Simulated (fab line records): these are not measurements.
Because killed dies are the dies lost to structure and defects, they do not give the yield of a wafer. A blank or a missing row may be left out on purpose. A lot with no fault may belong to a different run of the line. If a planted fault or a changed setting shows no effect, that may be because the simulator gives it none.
A lot that was struck, set against a sound lot + flow nand-harc + 25 steps out of a route of 1159
Sound: wafers L634.1, L634.2, L634.3. Wafers L644.1, L644.5 were the ones struck. The cause is given at the end.
Each step with rows lists, per side, the tool, then ch with its chambers, then its first start. Under that, the readings that differ: sound wafers + struck wafers + difference of the means + sigmas: that difference in standard deviations of wafers without a fault.
alike: a reading whose means differ by less than 2 such deviations, as well as words and numbers matching on both sides. not compared: withheld readings; readings where some wafer has no value; bounds like >300 that might hide an equal value; numbers whose values overlap and for which the record gives no deviation.
The two part at a step that has a row with sigmas, a row that says differs or no value, or rows on one side only. Numbers that have no deviation but don't overlap get no sigmas and don't part them. A reading that every wafer of one side lacks parts them only if that side has two wafers or more.

NHARC_P_CONTACT_DEP_00: deposits SiO2, target thk 500 nm.
  sound on pecvd-03 ch 0,1,2; struck on pecvd-04 ch 1,2
| reading                      | sound             | struck      | difference | sigmas |
|------------------------------|-------------------|-------------|------------|--------|
| chamber-pressure-Torr (Torr) | 6.517 6.519 6.518 | 6.486 6.490 | -0.030     | -2     |
  alike: heater-power-w, throttle-valve-pct
then, 10 steps without rows for these wafers: NHARC_P_CONTACT_CMP_01 (polishes SiO2, target thk 200 nm); NHARC_P_CONTACT_SRD_03; NHARC_P_CONTACT_DEHYDRATE_04 (time 120 s); NHARC_P_CONTACT_HMDS_05 (time 30 s); NHARC_P_CONTACT_COAT_33 (time 75 s); NHARC_P_CONTACT_COAT_34 (time 65 s); NHARC_P_CONTACT_COAT_06 (resist thk 90 nm); NHARC_P_CONTACT_SOFTBAKE_07 (time 55 s); NHARC_P_CONTACT_EBR_08; NHARC_P_CONTACT_EXPOSE_09 (exposes mask P CA, target cd 90 nm).
NHARC_P_CONTACT_PEB_10: peb time 65 s.
  sound on litho-track-06 ch 0, day 7 11:32; struck on litho-track-06 ch 0, day 10 02:08
| reading                  | sound             | struck      | difference | sigmas |
|--------------------------|-------------------|-------------|------------|--------|
| heater-power-total-W (W) | 156.1 156.3 156.3 | 179.4 179.1 | +23.0      | +58    |
then, 1 step without rows for these wafers: NHARC_P_CONTACT_DEVELOP_11 (develop time 35 s).
NHARC_P_CONTACT_CD_MEAS_12: target cd 90 nm.
  sound on cd-sem-02 ch 0, day 7 11:37; struck on cd-sem-03 ch 0
| reading    | sound          | struck    | difference | sigmas |
|------------|----------------|-----------|------------|--------|
| cd-nm (nm) | 88.8 90.5 90.4 | 79.8 80.9 | -9.6       | -14    |
  not compared: hold
NHARC_P_CONTACT_OVL_MEAS_13:
  sound on overlay-02 at day 7 11:43; struck on overlay-02 at day 10 03:40
| reading | sound | struck                                            | difference                   | sigmas |
|---------|-------|---------------------------------------------------|------------------------------|--------|
| hold    | - - - | await-dispo/1.2h/release await-dispo/1.2h/release | no value on the sound wafers |        |
  alike: overlay-x-nm, overlay-y-nm
NHARC_P_CONTACT_INSPECT_14:
  sound on defect-inspect-01 at day 7 11:44; struck on defect-inspect-01 at day 10 03:41
  alike: raw-defect-count
NHARC_P_CONTACT_DESCUM_17: chemistry O2, time 3 s.
  sound on rie-diel-06 ch 1,2,3, day 7 11:48; struck on rie-diel-06 ch 2, day 10 03:46
| reading                    | sound             | struck      | difference | sigmas |
|----------------------------|-------------------|-------------|------------|--------|
| o2-flow-sccm (sccm)        | 199.4 200.7 199.9 | 199.3 198.4 | -1.1       | -2     |
| model.P_CONTACT.cd-nm (nm) | 88.99 89.73 90.32 | 80.34 81.26 | -8.88      |        |
  alike: drypump-motor-current-A, mfc-ar-sccm, oes-product-au, rf-vpp-V, showerhead-plenum-p-Torr, throttle-valve-pct
  not compared: rf-hours-counter-h
NHARC_P_CONTACT_ETCH_35: etches the open film in CF4, target depth 39 nm, time 65 s.
  sound on rie-diel-06 ch 1,2,3, day 7 11:55; struck on rie-diel-06 ch 1,2, day 10 04:19
  alike: cf4-flow-sccm, drypump-motor-current-A, mfc-ar-sccm, oes-product-au, rf-vpp-V, showerhead-plenum-p-Torr, throttle-valve-pct
  not compared: rf-hours-counter-h
NHARC_P_CONTACT_ETCH_36: etches the open film in N2/H2, target depth 260 nm, time 406.25 s.
  sound on rie-diel-06 ch 1,2,3; struck on rie-diel-06 ch 0,1
  alike: drypump-motor-current-A, mfc-ar-sccm, oes-product-au, rf-vpp-V, showerhead-plenum-p-Torr, throttle-valve-pct
  not compared: rf-hours-counter-h
NHARC_P_CONTACT_ETCH_18: etches the open film in C4F8/O2/Ar, target depth 481 nm, time 240.5 s.
  sound on rie-diel-06 ch 1,2,3; struck on rie-diel-06 ch 0,1
  alike: oes-product-au, rf-vpp-V
  not compared: rf-hours-counter-h
then, 1 step without rows for these wafers: NHARC_P_CONTACT_STRIP_37 (strips in C4F8/O2/Ar).
NHARC_P_CONTACT_ETCH_31: etches the open film in CH3F/O2, target depth 30 nm, time 85.7 s.
  sound on rie-diel-06 ch 1,2,3; struck on rie-diel-06 ch 0
| reading                    | sound             | struck      | difference | sigmas |
|----------------------------|-------------------|-------------|------------|--------|
| model.P_CONTACT.cd-nm (nm) | 88.41 89.62 90.78 | 81.39 78.68 | -9.57      |        |
  alike: drypump-motor-current-A, mfc-ar-sccm, o2-flow-sccm, oes-product-au, rf-vpp-V, showerhead-plenum-p-Torr, throttle-valve-pct
  not compared: rf-hours-counter-h
NHARC_P_CONTACT_CD_MEAS_19:
  sound on cd-sem-01 at day 7 12:49; struck on cd-sem-02 at day 10 05:17
| reading    | sound          | struck    | difference | sigmas |
|------------|----------------|-----------|------------|--------|
| cd-nm (nm) | 88.3 89.6 90.8 | 81.7 78.7 | -9.4       | -5     |
  not compared: hold
NHARC_P_CONTACT_STRIP_28: strips in O2.
  sound on rie-diel-05 ch 0,1,2, day 7 12:55; struck on rie-diel-06 ch 1,3, day 10 07:08
| reading | sound | struck                                            | difference                   | sigmas |
|---------|-------|---------------------------------------------------|------------------------------|--------|
| hold    | - - - | await-dispo/1.5h/release await-dispo/1.5h/release | no value on the sound wafers |        |
  alike: drypump-motor-current-A, mfc-ar-sccm, o2-flow-sccm, oes-product-au, rf-vpp-V, showerhead-plenum-p-Torr, throttle-valve-pct
  not compared: rf-hours-counter-h
-- record jumps: 15 days between struck wafers' starts before vs after; left off in module P_CONTACT, resumes in module END, first step shown is number 1159 of the route --
NHARC_END_SORT_01:
  only the struck wafers appear in the record here, on prober-02 ch 0 at day 25 05:05; the sound ones have no rows

== WHERE THEY PART ==
Earliest at NHARC_P_CONTACT_DEP_00; latest, in this record, at NHARC_END_SORT_01.

WHY: the cause the simulator had injected
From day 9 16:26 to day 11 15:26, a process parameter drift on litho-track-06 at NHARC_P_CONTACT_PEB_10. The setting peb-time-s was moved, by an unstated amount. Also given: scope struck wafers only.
